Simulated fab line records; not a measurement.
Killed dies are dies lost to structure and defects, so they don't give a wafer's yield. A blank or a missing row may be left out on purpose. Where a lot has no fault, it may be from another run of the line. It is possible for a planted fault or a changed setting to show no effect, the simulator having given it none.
8D (eight disciplines) problem report, filled in by code ; flow n5Finfet ; the parts of the form that need people (team, actions taken, sign-off) are left out

1. THE ISSUE
Mean of spinSpeedRpm at N5_MOL_CONTACT_COAG_COAT_62: 1449.0 rpm across 9 wafers in 3 lots; on wafers with no fault it is 1499.7 rpm (standard deviation 0.92). That puts it -55 standard deviations away from the usual mean.
The step: time 60 s, resist thk 60 nm.
First seen on wafer L374.2, day 8 18:14, on lithoTrack-01. At this step, 30 wafers from 10 lots have a number in the record. Rule for "out" (also "out of limits"): further than 4 standard deviations from the usual mean. All remaining wafers that have a number are taken as sound.

2. WHAT IT IS, AND WHAT IT ISN'T
question;is;is not
which readings at this step;spinSpeedRpm;-
which lots;L374, L375, L376;L363, L366, L369, L373, L379, L380, L384
which wafers of those lots;all that have a number;-
read on which tools;lithoTrack-01;lithoTrack-04, lithoTrack-05
when;from day 8 18:14;"up to then (12 sound wafers); but 9 sound wafers of L379, L380, L384 came after"

3. SUSPECTS, AND WHAT RULES EACH OUT
Counting: a tool stays on the suspect list if, at a process step up to the reading, it processed all lots that are out and no sound lot following the first of them.
- lithoTrack-01 at N5_MOL_CONTACT_COAG_COAT_62 (time 60 s, resist thk 60 nm): kept. All lots that are out passed through it, beginning with L374 at day 8 18:14, and no sound lot followed; its final sound lot before that point was L369 at day 7 03:43. Out on those wafers are its own readings of spinSpeedRpm.
After counting, what remains is lithoTrack-01 at N5_MOL_CONTACT_COAG_COAT_62.

4. THE CAUSE (what the simulator had put in)
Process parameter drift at N5_MOL_CONTACT_COAG_COAT_62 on lithoTrack-01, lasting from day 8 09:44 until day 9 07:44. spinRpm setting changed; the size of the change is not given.
After counting, this tool was the only one left.

5. THE CHAIN OF EFFECTS, in route order
Each row: a reading where the mean over the struck wafers with a number is more than 3 standard deviations away from the usual. Only readings for which the record gives a usual standard deviation are gone through. hours: the time from each lot's start at the first step in this table that gives one to its start at this step, as a median over the lots. sigmas: the change in usual standard deviations.
hours;step;reading;usual;on struck wafers;change;sigmas
0;N5_MOL_CONTACT_COAG_COAT_62;spinSpeedRpm;1499.7 rpm;1449.0;-50.7;-55
Process steps it contains:
- N5_MOL_CONTACT_COAG_COAT_62: time 60 s, resist thk 60 nm.
Later steps that measure or inspect, where all struck wafers having a row at the step show a number for every such reading and not one has moved that far: N5_BEOL_M4_RC_MEAS_101.

6. HOW IT WOULD HAVE BEEN CAUGHT EARLIER
First out-of-limits reading in this record: day 8 18:14, which is 8 hours after fault onset at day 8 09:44.
